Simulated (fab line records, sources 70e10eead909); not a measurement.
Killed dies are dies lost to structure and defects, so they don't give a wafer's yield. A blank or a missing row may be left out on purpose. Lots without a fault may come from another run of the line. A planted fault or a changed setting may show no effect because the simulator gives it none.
fab line records | flow nand_harc
record lots=12 wafers=36 last_day=34
route steps=1302 shown P_GATE@113 END@1302
lots that met no fault: from a run of the same line without faults
start_h: hours from the record's first day to the start of the lot's first wafer shown | wait_h: hours since the lot's step before | " the same as in the row above | L1.1+2: a row that stands for several wafers | - no value, or no start given | * or withheld: withheld | < > ~ a bound
route shown NAME@n: a module of which the file shows steps, and the number in the route of the first | usual: mean/standard deviation of fault-free wafers | same: alike in all rows | chamber/n: place in a boat | sites: the reading at each site | _std_site: their standard deviation | _edge_site: outer sites' mean less inner sites' | radius_mm: how far each site lies from the wafer's centre | mask NAME#n: copy n | behind: the tool/chamber that last shaped the wafer | hold: why the lot was held/for how many hours/how that ended | device: the transistor (n, p or np) that didn't switch | end of line: the same wafers' tests at the end of the route | a step without rows: its recipe alone | killed: dies lost to structure and defects at the first sort, not the wafer's yield | map: a wafer's dies, x killed, . not, _ none there
set.NAME: the setting as run; set.NAME@STEP: as run at that earlier step | model.NAME: the simulator's own value behind a step, which no gauge read
steps of the route over a sample of lots; a table a step, a row a wafer
services: from which hour (start_h, from the record's first day; less than 0 if before it) a tool's chamber was out of use, for how many hours, and why
## steps
# step NHARC_P_GATE_OXIDE_02
# recipe target_thk_a=375 temp_c=950 p_h2o_torr=720 ox_time_s=365 material=SiO2
# usual zone_power_lower_pct=21.1/2.3
# columns lot.wafer tool chamber start_h wait_h zone_power_lower_pct
L919.1 furnace-06 0 86.19 - 18.1
L919.4 " 0 " " 18.4
L919.6 " 0 " " 18.3
L922.2 furnace-03 0 119.74 - 20.2
L922.5 " 0 " " 20.0
L922.6 " 0 " " 20.1
L923.2 furnace-03 0 119.74 - 20.4
L923.3 " 0 " " 20.1
L923.6 " 0 " " 20.3
L926.2 furnace-03 0 160.35 - 20.2
L926.3 " 0 " " 20.4
L926.6 " 0 " " 20.0
L927.1 furnace-06 0 165.75 - 18.4
L927.4 " 0 " " 18.3
L927.6 " 0 " " 17.8
L929.1 furnace-03 0 193.26 - 20.0
L929.2 " 0 " " 19.8
L929.3 " 0 " " 20.1
L930.1 furnace-03 0 199.03 - 20.2
L930.2 " 0 " " 19.9
L930.5 " 0 " " 19.8
L931.3 furnace-03 0 209.59 - 20.4
L931.5 " 0 " " 20.2
L931.6 " 0 " " 20.4
L938.1 furnace-01 0 275.82 - 23.7
L938.4 " 0 " " 24.2
L938.5 " 0 " " 24.0
L939.1 furnace-03 0 287.19 - 20.0
L939.4 " 0 " " 20.1
L939.5 " 0 " " 20.1
L940.2 furnace-03 0 293.02 - 20.1
L940.3 " 0 " " 19.8
L940.6 " 0 " " 20.2
L941.3 furnace-06 0 310.49 - 18.5
L941.5 " 0 " " 17.9
L941.6 " 0 " " 18.2
# step NHARC_P_GATE_CD_MEAS_26
# recipe target_cd_nm=120 landing_energy_ev=500
# usual cd_nm=120.1/0.57
# columns lot.wafer tool chamber start_h wait_h cd_nm
L919.1 cd_sem-03 0 108.24 - 119.4
L919.4 " 0 " " 119.9
L919.6 " 0 " " 120.5
L923.2 cd_sem-02 0 141.70 - 120.3
L923.3 " 0 " " 120.8
L923.6 " 0 " " 119.9
L922.2 cd_sem-03 0 141.87 - 119.3
L922.5 " 0 " " 119.3
L922.6 " 0 " " 118.5
L926.2 cd_sem-02 0 180.87 - 119.8
L926.3 " 0 " " 120.3
L926.6 " 0 " " 120.6
L927.1 cd_sem-03 0 184.60 - 118.6
L927.4 " 0 " " 120.2
L927.6 " 0 " " 120.3
L929.1 cd_sem-02 0 212.59 - 119.6
L929.2 " 0 " " 120.7
L929.3 " 0 " " 120.3
L930.1 cd_sem-02 0 224.32 - 120.4
L930.2 " 0 " " 119.9
L930.5 " 0 " " 119.5
L931.3 cd_sem-03 0 228.76 - 119.5
L931.5 " 0 " " 119.5
L931.6 " 0 " " 119.1
L938.1 cd_sem-01 0 295.21 - 118.8
L938.4 " 0 " " 119.9
L938.5 " 0 " " 119.6
L939.1 cd_sem-02 0 310.54 - 121.0
L939.4 " 0 " " 120.0
L939.5 " 0 " " 120.7
L940.2 cd_sem-01 0 315.52 - 120.1
L940.3 " 0 " " 120.2
L940.6 " 0 " " 119.4
L941.3 cd_sem-03 0 333.73 - 119.7
L941.5 " 0 " " 119.7
L941.6 " 0 " " 120.3
# step NHARC_P_GATE_INSPECT_28
# usual raw_defect_count=6/3
# columns lot.wafer tool chamber start_h wait_h raw_defect_count
L919.1 defect_inspect-01 - 108.36 0.0 2
L919.4 " - " " 3
L919.6 " - " " 2
L923.2 defect_inspect-01 - 141.82 0.0 5
L923.3 " - " " 1
L923.6 " - " " 4
L922.2 defect_inspect-02 - 141.99 0.0 6
L922.5 " - " " 4
L922.6 " - " " 3
L926.2 defect_inspect-02 - 181.00 0.0 13
L926.3 " - " " 8
L926.6 " - " " 11
L927.1 defect_inspect-02 - 184.74 0.0 4
L927.4 " - " " 5
L927.6 " - " " 4
L929.1 defect_inspect-01 - 212.72 0.0 27
L929.2 " - " " 14
L929.3 " - " " 15
L930.1 defect_inspect-01 - 224.45 0.0 14
L930.2 " - " " 14
L930.5 " - " " 21
L931.3 defect_inspect-02 - 228.89 0.0 21
L931.5 " - " " 29
L931.6 " - " " 18
L938.1 defect_inspect-01 - 295.33 0.0 4
L938.4 " - " " 5
L938.5 " - " " 2
L939.1 defect_inspect-01 - 310.68 0.0 6
L939.4 " - " " 7
L939.5 " - " " 11
L940.2 defect_inspect-02 - 315.64 0.0 2
L940.3 " - " " 10
L940.6 " - " " 7
L941.3 defect_inspect-01 - 333.85 0.0 2
L941.5 " - " " 6
L941.6 " - " " 3
# step NHARC_P_GATE_ETCH_104
# recipe target_depth_a=600 time_s=withheld cf4_flow_sccm=100 chf3_flow_sccm=30 ar_flow_sccm=0 rf_w=500 bias_w=200 chemistry=CF4/CHF3
# usual bias_w=200.0/0.61 drypump_motor_current_A=6.1/0.56 oes_product_au=0.948/0.023 rf_vpp_V=370.8/2 showerhead_plenum_p_Torr=1.58/0.057 throttle_valve_pct=16.803/0.0099
# columns lot.wafer tool chamber start_h wait_h bias_w drypump_motor_current_A oes_product_au rf_vpp_V showerhead_plenum_p_Torr throttle_valve_pct
L919.1 rie_diel-04 2 108.51 0.1 199.2 6.7 0.921 371.5 1.54 16.809
L919.4 " 3 " " 200.1 5.4 0.907 369.3 1.57 16.799
L919.6 " 3 " " 200.3 5.4 0.905 370.6 1.57 16.804
L923.3 rie_diel-04 0 141.98 0.1 199.2 6.5 0.927 372.2 1.64 16.791
L923.2 " 1 " " 199.5 6.7 0.929 369.5 1.56 16.811
L923.6 " 3 " " 200.6 5.4 0.912 369.8 1.57 16.814
L922.2 rie_diel-08 1 142.14 0.1 200.8 5.4 0.949 370.2 1.57 16.793
L922.5 " 3 " " 199.6 6.6 0.982 369.6 1.54 16.803
L922.6 " 0 " " 199.9 6.3 0.975 370.1 1.54 16.815
L926.2 rie_diel-01 2 181.36 0.1 200.3 6.8 0.916 370.6 1.57 16.790
L926.3 " 0 " " 200.7 5.9 0.925 368.4 1.50 16.795
L926.6 " 3 " " 200.1 5.6 0.915 371.4 1.63 16.818
L927.1 rie_diel-01 3 184.89 0.1 200.0 5.6 0.937 371.1 1.63 16.791
L927.4 " 0 " " 199.6 5.9 0.937 368.0 1.50 16.809
L927.6 " 0 " " 200.2 5.8 0.920 366.4 1.50 16.811
L929.1 rie_diel-04 2 212.88 0.1 199.1 6.7 0.941 368.9 1.53 16.809
L929.3 " 3 " " 199.7 5.4 0.905 370.1 1.57 16.782
L929.2 " 0 " " 200.2 6.5 0.932 372.7 1.64 16.811
L930.1 rie_diel-01 0 224.60 0.1 200.4 5.9 0.974 368.3 1.50 16.806
L930.2 " 1 " " 199.9 5.4 0.958 374.2 1.67 16.817
L930.5 " 3 " " 199.7 5.6 0.968 374.2 1.63 16.803
L931.3 rie_diel-01 2 229.03 0.1 199.7 6.8 0.976 371.7 1.57 16.801
L931.5 " 2 " " 198.7 6.7 0.978 371.1 1.57 16.786
L931.6 " 3 " " 199.9 5.6 0.979 372.3 1.63 16.806
L938.1 rie_diel-08 2 295.48 0.1 199.3 5.8 0.923 373.3 1.67 16.796
L938.4 " 1 " " 200.5 5.4 0.917 368.5 1.57 16.811
L938.5 " 2 " " 199.3 5.7 0.933 373.0 1.67 16.796
L939.1 rie_diel-04 0 310.83 0.1 200.9 6.5 0.952 373.4 1.64 16.821
L939.4 " 2 " " 199.7 6.7 0.965 369.3 1.53 16.797
L939.5 " 1 " " 200.0 6.8 0.947 371.1 1.56 16.828
L940.3 rie_diel-01 3 315.79 0.1 200.3 5.6 0.969 373.0 1.63 16.798
L940.2 " 1 " " 200.9 5.4 0.949 371.7 1.67 16.808
L940.6 " 2 " " 199.4 6.8 0.971 370.2 1.57 16.805
L941.3 rie_diel-01 0 334.00 0.1 201.0 5.9 0.956 367.6 1.49 16.781
L941.5 " 0 " " 199.5 5.9 0.947 368.2 1.49 16.814
L941.6 " 1 " " 200.2 5.4 0.951 373.4 1.67 16.789
# step NHARC_P_GATE_HM_OPEN_105
# recipe target_depth_a=3600 o2_flow_sccm=400 cos_flow_sccm=20 ar_flow_sccm=0 rf_w=500 bias_w=300 chemistry=O2/COS
# usual bias_w=300.0/0.81 drypump_motor_current_A=6.1/0.57 oes_product_au=0.997/0.011 rf_vpp_V=467.5/2.5 showerhead_plenum_p_Torr=3.14/0.11 throttle_valve_pct=28.331/0.0096
# columns lot.wafer tool chamber start_h wait_h bias_w drypump_motor_current_A oes_product_au rf_hours_counter_h rf_vpp_V showerhead_plenum_p_Torr throttle_valve_pct
L919.4 rie_diel-04 3 - - 300.5 5.4 0.991 6.5 466.9 3.11 28.332
L919.1 " 0 " " 299.4 6.6 1.011 6.1 470.0 3.26 28.331
L919.6 " 0 " " 300.0 6.5 1.004 - 471.0 3.26 28.325
L923.3 rie_diel-04 3 - - 300.2 5.4 0.984 8.5 467.0 3.11 28.328
L923.2 " 0 " " 298.8 6.5 0.991 8.7 471.6 3.26 28.346
L923.6 " 1 " " 299.4 6.8 1.005 - 466.4 3.10 28.331
L922.2 rie_diel-08 2 - - 300.8 5.8 1.000 6.0 471.2 3.32 28.328
L922.5 " 0 " " 298.2 6.3 0.998 - 466.3 3.06 28.346
L922.6 " 1 " " 299.8 5.4 0.990 - 467.9 3.12 28.319
L926.3 rie_diel-01 3 - - 299.1 5.6 1.000 5.7 470.8 3.23 28.336
L926.2 " 0 " " 300.4 5.9 0.985 6.1 462.3 2.97 28.326
L926.6 " 1 " " 299.3 5.4 1.009 - 470.5 3.32 28.329
L927.1 rie_diel-01 1 - - 299.7 5.4 1.004 4.8 471.7 3.32 28.341
L927.4 " 2 " " 298.8 6.8 0.994 6.6 466.6 3.11 28.324
L927.6 " 2 " " 300.5 6.8 0.976 - 467.4 3.11 28.327
L929.1 rie_diel-04 2 - - 298.5 6.8 1.007 2.1 466.3 3.04 28.318
L929.2 " 3 " " 300.4 5.4 0.980 3.1 467.6 3.10 28.323
L929.3 " 0 " " 300.1 6.5 0.993 2.6 470.4 3.26 28.332
L930.2 rie_diel-01 3 - - 299.8 5.6 1.002 0.2 469.8 3.23 28.313
L930.1 " 0 " " 300.5 5.9 0.990 0.2 464.6 2.97 28.328
L930.5 " 3 " " 300.4 5.6 1.001 - 470.3 3.23 28.327
L931.3 rie_diel-01 1 - - 299.1 5.4 0.987 0.3 470.2 3.32 28.349
L931.5 " 2 " " 300.8 6.8 1.002 - 466.5 3.11 28.312
L931.6 " 3 " " 300.2 5.6 1.009 - 469.8 3.23 28.358
L938.4 rie_diel-08 1 - - 299.3 5.4 0.997 5.7 467.6 3.11 28.343
L938.1 " 2 " " 299.5 5.8 1.008 6.6 471.0 3.32 28.322
L938.5 " 0 " " 299.9 6.3 1.001 - 466.0 3.05 28.333
L939.4 rie_diel-04 0 - - 299.5 6.5 1.003 8.7 470.4 3.26 28.337
L939.1 " 2 " " 300.7 6.7 1.014 6.5 465.0 3.04 28.335
L939.5 " 0 " " 299.8 6.5 0.993 - 470.7 3.26 28.335
L940.3 rie_diel-01 3 - - 300.1 5.6 1.007 6.7 468.5 3.23 28.346
L940.2 " 2 " " 300.1 6.8 0.991 7.3 466.5 3.11 28.336
L940.6 " 3 " " 300.1 5.6 0.989 - 469.0 3.23 28.350
L941.3 rie_diel-01 2 - - 300.8 6.8 0.989 7.4 466.2 3.11 28.324
L941.5 " 2 " " 300.2 6.8 0.990 - 466.5 3.11 28.320
L941.6 " 3 " " 301.3 5.5 0.998 - 468.3 3.23 28.333
# step NHARC_END_SORT_01
# recipe temp_c=25
# usual killed_at_array=61/20 killed_at_other=0.9/1.1 killed_at_periphery=3.7/2.5 killed_dies=65/21 killed_open=3.3/1.8 killed_short=2.3/1.5
# same gross_dies=677
# columns lot.wafer tool chamber start_h wait_h killed_at_array killed_at_other killed_at_periphery killed_dies killed_open killed_short
L919.1 prober-01 0 582.11 2.5 46 0 4 50 3 4
L919.4 prober-01 0 584.52 3.4 59 0 0 59 4 2
L919.6 prober-01 0 586.12 4.0 47 0 2 49 3 3
L923.2 prober-02 0 598.22 2.8 90 0 4 94 3 2
L923.3 prober-02 0 599.03 3.1 86 2 0 88 2 2
L923.6 prober-02 0 601.46 4.0 91 2 2 95 2 0
L922.2 prober-01 0 600.04 2.8 38 1 5 44 2 2
L922.5 prober-01 0 602.43 3.7 49 0 2 51 3 3
L922.6 prober-01 0 603.23 4.0 32 0 3 35 1 2
L926.2 prober-01 0 640.62 2.8 97 1 9 107 7 2
L926.3 prober-01 0 641.42 3.1 73 2 4 79 1 1
L926.6 prober-01 0 643.81 4.0 84 2 4 90 0 1
L927.1 prober-02 0 644.11 2.5 73 0 1 74 1 1
L927.4 prober-02 0 646.52 3.4 78 0 2 80 3 3
L927.6 prober-02 0 648.12 4.0 99 0 5 104 7 4
L929.1 prober-02 0 675.35 2.5 42 1 24 67 2 0
L929.2 prober-02 0 676.16 2.8 37 0 14 51 3 1
L929.3 prober-02 0 676.97 3.1 41 0 17 58 4 1
L930.1 prober-01 0 690.00 2.5 21 1 17 39 4 3
L930.2 prober-01 0 690.80 2.8 30 1 7 38 3 2
L930.5 prober-01 0 693.22 3.7 21 2 20 43 2 0
L931.3 prober-02 0 698.60 3.1 84 2 20 106 6 2
L931.5 prober-02 0 700.20 3.7 93 5 24 122 4 3
L931.6 prober-02 0 701.00 4.0 77 3 13 93 4 2
L938.1 prober-01 0 761.49 2.4 41 0 0 41 1 0
L938.4 prober-01 0 763.91 3.4 53 0 1 54 1 3
L938.5 prober-01 0 764.71 3.7 52 1 3 56 6 2
L939.1 prober-02 0 771.35 2.5 53 5 4 62 6 3
L939.4 prober-02 0 773.72 3.4 41 1 2 44 3 0
L939.5 prober-02 0 774.51 3.7 44 3 8 55 4 2
L940.2 prober-01 0 789.02 2.8 74 0 2 76 6 1
L940.3 prober-01 0 789.83 3.1 74 0 5 79 1 0
L940.6 prober-01 0 792.26 4.0 88 0 5 93 6 1
L941.3 prober-02 0 811.99 3.1 73 1 3 77 7 2
L941.5 prober-02 0 813.60 3.7 59 0 3 62 5 2
L941.6 prober-02 0 814.41 4.0 59 2 0 61 2 5
# killed by level:class
L919.1 A_CHANNEL_HOLE_D2:chamber_film_flake=28 A_CONTACT:chamber_film_flake=5 P_CONTACT:geometric_particle:open=3 A_CHANNEL_HOLE_D1:chamber_film_flake=3 A_DECK1_JOINT:geometric_particle:short=2 A_DECK1_JOINT:chamber_film_flake=2 A_M0:chamber_film_flake=2 A_CHANNEL_FILL_D1:geometric_particle:short=1
L919.4 A_CHANNEL_HOLE_D2:chamber_film_flake=38 A_CHANNEL_HOLE_D1:chamber_film_flake=4 A_WL_FILL:chamber_film_flake=3 A_M0:chamber_film_flake=3 A_DECK1_JOINT:geometric_particle:short=2 A_CONTACT:chamber_film_flake=2 A_ONON_D1:geometric_particle:open=1 A_DECK1_JOINT:geometric_particle:open=1
L919.6 A_CHANNEL_HOLE_D2:chamber_film_flake=30 A_CONTACT:chamber_film_flake=4 A_WL_FILL:geometric_particle:open=2 A_M1:geometric_particle:short=2 A_STAIRCASE:chamber_film_flake=2 A_CHANNEL_FILL_D1:geometric_particle:short=1 A_CHANNEL_FILL_D2:geometric_particle:open=1 P_GATE:chamber_film_flake=1
L923.2 A_CHANNEL_HOLE_D2:chamber_film_flake=28 A_SLIT:chamber_film_flake=25 A_CHANNEL_HOLE_D1:chamber_film_flake=24 P_M2:chamber_film_flake=3 A_STAIRCASE:chamber_film_flake=3 A_DECK1_JOINT:chamber_film_flake=2 A_M0:chamber_film_flake=2 P_GATE:geometric_particle:open=1
L923.3 A_CHANNEL_HOLE_D2:chamber_film_flake=29 A_SLIT:chamber_film_flake=29 A_CHANNEL_HOLE_D1:chamber_film_flake=19 A_STAIRCASE:chamber_film_flake=5 THIN_TSV:chamber_film_flake=2 A_SOURCE_PLATE:geometric_particle:open=1 A_CHANNEL_HOLE_D1:geometric_particle:short=1 A_ONON_D2:geometric_particle:short=1
L922.2 A_SLIT:chamber_film_flake=20 A_CONTACT:chamber_film_flake=5 A_CHANNEL_HOLE_D2:chamber_film_flake=4 A_CHANNEL_HOLE_D1:chamber_film_flake=3 A_STAIRCASE:chamber_film_flake=3 P_GATE:chamber_film_flake=2 P_STI:geometric_particle:short=1 P_CONTACT:geometric_particle:open=1
L923.6 A_CHANNEL_HOLE_D1:chamber_film_flake=34 A_CHANNEL_HOLE_D2:chamber_film_flake=33 A_SLIT:chamber_film_flake=21 P_M2:chamber_film_flake=2 THIN_TSV:chamber_film_flake=2 A_DECK1_JOINT:geometric_particle:open=1 A_M1:geometric_particle:open=1 A_STAIRCASE:chamber_film_flake=1
L922.5 A_SLIT:chamber_film_flake=23 A_CONTACT:chamber_film_flake=7 A_CHANNEL_HOLE_D2:chamber_film_flake=5 A_CHANNEL_HOLE_D1:chamber_film_flake=4 A_STAIRCASE:chamber_film_flake=3 P_M1:geometric_particle:open=1 A_ONON_D1:geometric_particle:short=1 A_ONON_D2:geometric_particle:short=1
L922.6 A_SLIT:chamber_film_flake=19 A_CHANNEL_HOLE_D2:chamber_film_flake=4 A_CONTACT:chamber_film_flake=3 P_GATE:chamber_film_flake=2 A_CHANNEL_FILL_D1:geometric_particle:short=1 A_DECK1_JOINT:geometric_particle:open=1 A_BLC:geometric_particle:short=1 P_STI:chamber_film_flake=1
L926.2 A_CHANNEL_HOLE_D1:chamber_film_flake=35 A_SLIT:chamber_film_flake=30 A_CHANNEL_HOLE_D2:chamber_film_flake=16 A_STAIRCASE:chamber_film_flake=6 A_CONTACT:chamber_film_flake=3 A_DECK1_JOINT:geometric_particle:open=2 P_ZERO_WELL:chamber_film_flake=2 P_STI:chamber_film_flake=2
L926.3 A_CHANNEL_HOLE_D1:chamber_film_flake=32 A_SLIT:chamber_film_flake=20 A_CHANNEL_HOLE_D2:chamber_film_flake=9 A_CONTACT:chamber_film_flake=5 A_STAIRCASE:chamber_film_flake=4 P_ZERO_WELL:chamber_film_flake=3 THIN_TSV:chamber_film_flake=2 A_SOURCE_PLATE:geometric_particle:short=1
L926.6 A_CHANNEL_HOLE_D1:chamber_film_flake=36 A_SLIT:chamber_film_flake=25 A_CHANNEL_HOLE_D2:chamber_film_flake=15 A_CONTACT:chamber_film_flake=4 P_ZERO_WELL:chamber_film_flake=3 A_DECK1_JOINT:geometric_particle:short=1 P_M2:chamber_film_flake=1 A_DECK1_JOINT:chamber_film_flake=1
L927.1 A_CHANNEL_HOLE_D1:chamber_film_flake=32 A_SLIT:chamber_film_flake=24 A_CHANNEL_HOLE_D2:chamber_film_flake=7 A_CONTACT:chamber_film_flake=3 A_STAIRCASE:chamber_film_flake=2 A_WL_FILL:chamber_film_flake=2 A_WL_FILL:geometric_particle:short=1 A_M0:geometric_particle:open=1
L927.4 A_CHANNEL_HOLE_D1:chamber_film_flake=31 A_SLIT:chamber_film_flake=26 A_CHANNEL_HOLE_D2:chamber_film_flake=10 A_STAIRCASE:chamber_film_flake=2 A_CONTACT:chamber_film_flake=2 A_CHANNEL_FILL_D2:geometric_particle:short=1 A_CONTACT:geometric_particle:short=1 A_BLC:geometric_particle:open=1
L927.6 A_CHANNEL_HOLE_D1:chamber_film_flake=39 A_SLIT:chamber_film_flake=28 A_CHANNEL_HOLE_D2:chamber_film_flake=16 A_STAIRCASE:chamber_film_flake=5 A_CONTACT:chamber_film_flake=3 P_GATE:geometric_particle:open=2 P_STI:geometric_particle:open=1 P_M0:geometric_particle:open=1
L929.1 A_CHANNEL_HOLE_D2:chamber_film_flake=16 P_GATE:unspecified=14 A_CHANNEL_HOLE_D1:chamber_film_flake=10 A_CONTACT:chamber_film_flake=9 P_STI:chamber_film_flake=4 P_GATE:chamber_film_flake=4 P_BONDPAD:chamber_film_flake=2 A_CHANNEL_HOLE_D1:geometric_particle:open=1
L929.2 A_CHANNEL_HOLE_D2:chamber_film_flake=16 P_GATE:unspecified=9 A_CONTACT:chamber_film_flake=9 A_CHANNEL_HOLE_D1:chamber_film_flake=4 A_CHANNEL_FILL_D1:chamber_film_flake=4 P_GATE:chamber_film_flake=3 P_GATE:geometric_particle:open=1 A_BLC:geometric_particle:open=1
L929.3 A_CHANNEL_HOLE_D2:chamber_film_flake=19 P_GATE:unspecified=9 A_CONTACT:chamber_film_flake=8 A_CHANNEL_FILL_D1:chamber_film_flake=5 P_STI:chamber_film_flake=3 A_CHANNEL_HOLE_D1:chamber_film_flake=3 P_GATE:chamber_film_flake=2 A_SGD_CUT:chamber_film_flake=2
L930.1 P_GATE:unspecified=7 P_M1:chamber_film_flake=5 A_CHANNEL_HOLE_D1:chamber_film_flake=4 A_CHANNEL_FILL_D1:chamber_film_flake=4 P_CONTACT:geometric_particle:short=2 P_GATE:chamber_film_flake=2 A_SLIT:chamber_film_flake=2 A_WL_FILL:chamber_film_flake=2
L930.2 A_CHANNEL_HOLE_D1:chamber_film_flake=7 A_SLIT:chamber_film_flake=6 P_GATE:unspecified=4 A_STAIRCASE:chamber_film_flake=4 A_CONTACT:chamber_film_flake=3 P_GATE:chamber_film_flake=2 A_CHANNEL_FILL_D1:chamber_film_flake=2 A_WL_FILL:chamber_film_flake=2
L930.5 P_GATE:unspecified=14 P_M1:chamber_film_flake=5 A_CHANNEL_HOLE_D1:chamber_film_flake=5 A_STAIRCASE:chamber_film_flake=4 A_SLIT:chamber_film_flake=4 A_WL_FILL:chamber_film_flake=3 A_CONTACT:chamber_film_flake=2 THIN_TSV:chamber_film_flake=2
L931.3 A_CHANNEL_HOLE_D1:chamber_film_flake=31 A_SLIT:chamber_film_flake=22 A_CHANNEL_HOLE_D2:chamber_film_flake=16 P_GATE:unspecified=12 A_CONTACT:chamber_film_flake=8 P_CONTACT:chamber_film_flake=3 P_CONTACT:geometric_particle:open=2 THIN_TSV:chamber_film_flake=2
L931.5 A_CHANNEL_HOLE_D1:chamber_film_flake=34 A_SLIT:chamber_film_flake=28 P_GATE:unspecified=16 A_CHANNEL_HOLE_D2:chamber_film_flake=14 P_CONTACT:chamber_film_flake=7 A_CONTACT:chamber_film_flake=7 THIN_TSV:chamber_film_flake=5 A_ONON_D1:geometric_particle:short=1
L931.6 A_CHANNEL_HOLE_D1:chamber_film_flake=30 A_SLIT:chamber_film_flake=23 A_CHANNEL_HOLE_D2:chamber_film_flake=14 P_GATE:unspecified=11 A_CONTACT:chamber_film_flake=4 THIN_TSV:chamber_film_flake=3 A_ONON_D1:geometric_particle:open=2 P_M0:geometric_particle:short=1
L938.1 A_SLIT:chamber_film_flake=25 A_CHANNEL_HOLE_D1:chamber_film_flake=6 A_M1:chamber_film_flake=3 A_WL_FILL:chamber_film_flake=2 A_STAIRCASE:chamber_film_flake=2 A_DECK1_JOINT:geometric_particle:open=1 A_CHANNEL_FILL_D1:chamber_film_flake=1 A_DECK1_JOINT:chamber_film_flake=1
L938.4 A_SLIT:chamber_film_flake=26 A_CHANNEL_HOLE_D1:chamber_film_flake=7 A_M1:chamber_film_flake=6 A_STAIRCASE:chamber_film_flake=3 A_CONTACT:chamber_film_flake=3 A_CHANNEL_FILL_D1:chamber_film_flake=2 P_M0:geometric_particle:short=1 A_CHANNEL_FILL_D1:geometric_particle:short=1
L938.5 A_SLIT:chamber_film_flake=24 A_CHANNEL_HOLE_D1:chamber_film_flake=15 A_M1:chamber_film_flake=4 A_CONTACT:chamber_film_flake=2 P_GATE:geometric_particle:open=1 P_M0:geometric_particle:open=1 P_M1:geometric_particle:open=1 A_CHANNEL_HOLE_D1:geometric_particle:open=1
L939.1 A_SLIT:chamber_film_flake=23 A_CHANNEL_HOLE_D1:chamber_film_flake=15 A_CONTACT:chamber_film_flake=5 THIN_TSV:chamber_film_flake=5 A_STAIRCASE:chamber_film_flake=3 A_DECK1_JOINT:chamber_film_flake=2 P_ZERO_WELL:geometric_particle:open=1 P_GATE:geometric_particle:short=1
L939.4 A_SLIT:chamber_film_flake=28 A_CHANNEL_HOLE_D1:chamber_film_flake=6 A_CONTACT:chamber_film_flake=3 A_STAIRCASE:chamber_film_flake=2 P_CONTACT:geometric_particle:open=1 A_CHANNEL_FILL_D1:geometric_particle:open=1 A_BLC:geometric_particle:open=1 P_ZERO_WELL:chamber_film_flake=1
L939.5 A_SLIT:chamber_film_flake=23 A_CHANNEL_HOLE_D1:chamber_film_flake=6 A_STAIRCASE:chamber_film_flake=6 P_ZERO_WELL:chamber_film_flake=5 A_CONTACT:chamber_film_flake=3 THIN_TSV:chamber_film_flake=3 P_M0:geometric_particle:open=1 A_ONON_D2:geometric_particle:open=1
L940.2 A_CHANNEL_HOLE_D2:chamber_film_flake=21 A_SLIT:chamber_film_flake=21 A_CHANNEL_HOLE_D1:chamber_film_flake=15 A_CONTACT:chamber_film_flake=8 A_ONON_D2:geometric_particle:open=3 P_M0:geometric_particle:open=1 A_SOURCE_PLATE:geometric_particle:open=1 A_DECK1_JOINT:geometric_particle:short=1
L940.3 A_CHANNEL_HOLE_D2:chamber_film_flake=22 A_CHANNEL_HOLE_D1:chamber_film_flake=17 A_CONTACT:chamber_film_flake=14 A_SLIT:chamber_film_flake=13 A_STAIRCASE:chamber_film_flake=6 P_ZERO_WELL:chamber_film_flake=3 P_GATE:chamber_film_flake=2 A_M1:geometric_particle:open=1
L940.6 A_CHANNEL_HOLE_D2:chamber_film_flake=28 A_SLIT:chamber_film_flake=21 A_CHANNEL_HOLE_D1:chamber_film_flake=13 A_CONTACT:chamber_film_flake=8 A_STAIRCASE:chamber_film_flake=5 P_ZERO_WELL:chamber_film_flake=4 A_ONON_D2:geometric_particle:open=2 A_SGD_CUT:geometric_particle:open=2
L941.3 A_SLIT:chamber_film_flake=28 A_CHANNEL_HOLE_D2:chamber_film_flake=24 A_CHANNEL_HOLE_D1:chamber_film_flake=7 A_STAIRCASE:chamber_film_flake=3 A_SGD_CUT:chamber_film_flake=2 A_CONTACT:chamber_film_flake=2 P_CONTACT:geometric_particle:open=1 P_M0:geometric_particle:open=1
L941.5 A_SLIT:chamber_film_flake=16 A_CHANNEL_HOLE_D2:chamber_film_flake=15 A_CHANNEL_HOLE_D1:chamber_film_flake=11 A_CONTACT:chamber_film_flake=5 A_STAIRCASE:chamber_film_flake=3 A_CONTACT:geometric_particle:open=2 P_ZERO_WELL:chamber_film_flake=2 P_CONTACT:geometric_particle:open=1
L941.6 A_CHANNEL_HOLE_D2:chamber_film_flake=22 A_SLIT:chamber_film_flake=12 A_CHANNEL_HOLE_D1:chamber_film_flake=7 A_CONTACT:chamber_film_flake=6 A_ONON_D2:geometric_particle:short=2 A_ONON_D1:geometric_particle:short=1 A_CHANNEL_HOLE_D1:geometric_particle:short=1 A_CHANNEL_FILL_D1:geometric_particle:short=1
## services
# columns tool chamber start_h hours kind
rie_diel-01 0 69.24 11.0 repair
rie_diel-01 2 79.51 4.7 repair
rie_diel-01 0 84.80 - clean
rie_diel-01 1 84.80 - clean
rie_diel-01 2 84.80 - clean
rie_diel-01 3 84.80 - clean
rie_diel-01 0 109.30 - clean
rie_diel-01 1 109.30 - clean
rie_diel-01 3 115.58 10.5 repair
rie_diel-04 - 172.79 0.4 repair
rie_diel-04 - 177.90 9.0 pm
rie_diel-08 - 184.75 0.2 repair
rie_diel-08 - 190.94 9.0 pm
rie_diel-04 2 199.54 7.2 repair
rie_diel-01 - 203.80 9.0 pm
rie_diel-04 1 204.66 47.6 repair
furnace-01 - 207.18 26.0 pm
rie_diel-04 2 218.29 6.9 repair
rie_diel-01 1 245.66 4.3 repair
rie_diel-08 - 248.43 4.3 repair
rie_diel-08 0 295.66 2.7 repair
furnace-03 - 297.21 26.0 pm
rie_diel-08 1 308.39 10.7 repair
rie_diel-01 2 318.71 13.5 repair
## key
first_sign step=NHARC_P_GATE_INSPECT_28 reading=raw_defect_count direction=up sigmas=4.4 usual=6 struck=19
effect step=NHARC_END_SORT_01 reading=killed_at_periphery direction=up sigmas=5.4 usual=3.7 struck=17.3 wafers_moved=8
met_at NHARC_P_GATE_OXIDE_02
struck_lots L929,L930,L931
struck_wafers L929.1,L929.2,L929.3,L930.1,L930.2,L930.5,L931.3,L931.5,L931.6
tester_left_out L929,L930,L931
not_acting_at NHARC_P_GATE_CD_MEAS_26,NHARC_P_GATE_ETCH_104,NHARC_P_GATE_HM_OPEN_105
fault kind=chamber_particle_source tool=furnace-03 chamber=0 onset_h=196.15 steps=NHARC_P_GATE_OXIDE_02 rate_per_visit_cm2=0.023518 end_h=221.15
# tester_left_out: of these lots the tester's yield and bins aren't shown, on N5 and GAA mostly nor the transistor test; their killed dies are dies lost to structure and defects alone, not to doping, threshold or leakage, so they don't give the yield
